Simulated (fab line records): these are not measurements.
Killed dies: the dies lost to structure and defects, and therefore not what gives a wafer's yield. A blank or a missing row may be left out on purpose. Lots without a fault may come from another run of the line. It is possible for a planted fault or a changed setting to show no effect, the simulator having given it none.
Which tool did it? || flow nandHarc || 12 lots (36 wafers sampled), 1 step of a 1302-step route

WHAT EACH GAUGE READ, for each wafer
NHARC_P_M1_INSPECT_11.
{"lot": "L075", "measured": "day 6 13:17", "on": "defectInspect-01", "rawDefectCount": "3 2 5"}
{"lot": "L077", "measured": "day 7 14:31", "on": "defectInspect-02", "rawDefectCount": "2 1 4"}
{"lot": "L079", "measured": "day 8 06:39", "on": "defectInspect-02", "rawDefectCount": "4 4 4"}
{"lot": "L081", "measured": "day 9 10:27", "on": "defectInspect-01", "rawDefectCount": "7 4 4"}
{"lot": "L083", "measured": "day 9 23:07", "on": "defectInspect-01", "rawDefectCount": "4 6 5"}
{"lot": "L085", "measured": "day 10 23:22", "on": "defectInspect-02", "rawDefectCount": "6 3 6"}
{"lot": "L087", "measured": "day 11 18:37", "on": "defectInspect-01", "rawDefectCount": "9 5 8"}
{"lot": "L088", "measured": "day 12 09:31", "on": "defectInspect-02", "rawDefectCount": "5 6 4"}
{"lot": "L091", "measured": "day 13 06:16", "on": "defectInspect-02", "rawDefectCount": "6 6 3"}
{"lot": "L093", "measured": "day 14 08:04", "on": "defectInspect-02", "rawDefectCount": "10 6 4"}
{"lot": "L095", "measured": "day 14 20:56", "on": "defectInspect-01", "rawDefectCount": "2 2 3"}
{"lot": "L097", "measured": "day 16 04:32", "on": "defectInspect-02", "rawDefectCount": "2 3 2"}

EACH LOT AND THE TOOL THAT RAN IT (in order: tool; ch and the chambers of the sampled wafers; start)
Before these readings, the record contains no process step.

THE ANSWER, worked out from the rows above alone
Rule: usual is defined by the lots themselves. Put in order of their means at a reading, lots are off if they are a third of the lots or fewer, leave a main group of 4 or more, and stand apart from it by a gap of 3 or more times the standard deviation of the main group's means; of several such gaps the widest counts. The tables above print the reading to a certain number of digits; a main group whose means all agree to those digits is not used. A lot without any number at a reading at which 4 lots or more have one is off too. The other lots that the step has rows for count as sound.
None of the lots is off at any reading shown; this tells nothing.

WHAT WAS PUT IN BY THE SIMULATOR
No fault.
